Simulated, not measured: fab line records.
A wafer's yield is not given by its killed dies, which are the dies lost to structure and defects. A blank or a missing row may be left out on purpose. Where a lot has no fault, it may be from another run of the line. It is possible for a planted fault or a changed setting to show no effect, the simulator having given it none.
Chamber matching	flow n5-finfet	N5_BEOL_M13_ETCH_38 on rie-diel-03: 4 sister chambers
The step etches SiCN in CF4/N2, target depth 67.5 nm, time 71.9 s. 18 wafers are shown with their chamber, then 9 later ones without.

EACH WAFER AND ITS CHAMBER
wafer	chamber	showerhead-plenum-p-Torr (Torr)	drypump-motor-current-A (A)	throttle-valve-pct (%)
L076.1	0	2.20	5.4	15.60
L076.2	2	2.19	5.3	15.77
L076.3	1	2.33	5.9	15.45
L076.4	3	2.18	5.5	15.89
L076.5	3	2.18	5.5	15.86
L076.6	0	2.20	5.4	15.61
L078.1	3	2.18	5.5	15.88
L078.2	0	2.20	5.4	15.62
L078.3	2	2.19	5.4	15.77
L084.1	0	2.19	5.4	15.65
L084.4	2	2.19	5.3	15.79
L084.6	3	2.18	5.5	15.89
L088.2	1	2.32	5.9	15.48
L088.5	1	2.32	6.0	15.48
L088.6	2	2.18	5.3	15.82
L091.1	3	2.18	5.5	15.91
L091.2	0	2.19	5.4	15.65
L091.3	2	2.18	5.3	15.80

SIGNATURES (averages over the wafers above)
reading	chamber 0	chamber 1	chamber 2	chamber 3	scatter within a chamber
showerhead-plenum-p-Torr	2.1960	2.3233	2.1860	2.1800	0.00468
drypump-motor-current-A	5.400	5.933	5.320	5.500	0.0324
throttle-valve-pct	15.6260	15.4700	15.7900	15.8860	0.0204
Rule: distance of a wafer from a chamber = root of the sum over the readings of ((wafer's reading minus chamber's mean) / reading's scatter) squared. The wafer belongs to the nearest chamber; if the next one is less than 2 further off, it can't be placed. The scatter: the root of (the sum of the squares of (reading less its chamber's mean) over the shown wafers, divided by (wafers less chambers)).

WAFERS WITH NO CHAMBER GIVEN
wafer	showerhead-plenum-p-Torr (Torr)	drypump-motor-current-A (A)	throttle-valve-pct (%)
L091.4	2.32	5.9	15.49
L091.5	2.19	5.4	15.64
L091.6	2.18	5.5	15.91
L090.2	2.19	5.4	15.67
L090.3	2.18	5.3	15.82
L090.4	2.17	5.4	15.93
L096.3	2.17	5.5	15.39
L096.5	2.18	5.4	15.86
L096.6	2.32	5.9	15.52

WHICH CHAMBER EACH ONE RAN IN
wafer	from the rows above	in truth
L091.4	1	1
L091.5	0	0
L091.6	3	3
L090.2	0	0
L090.3	2	2
L090.4	3	3
L096.3	0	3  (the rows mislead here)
L096.5	can't be placed: 3 or 2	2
L096.6	1	1
Placed correctly: 7 of 9. These rows do not allow placing 1 (true chamber among the candidates in 1). Wrongly placed: 1.
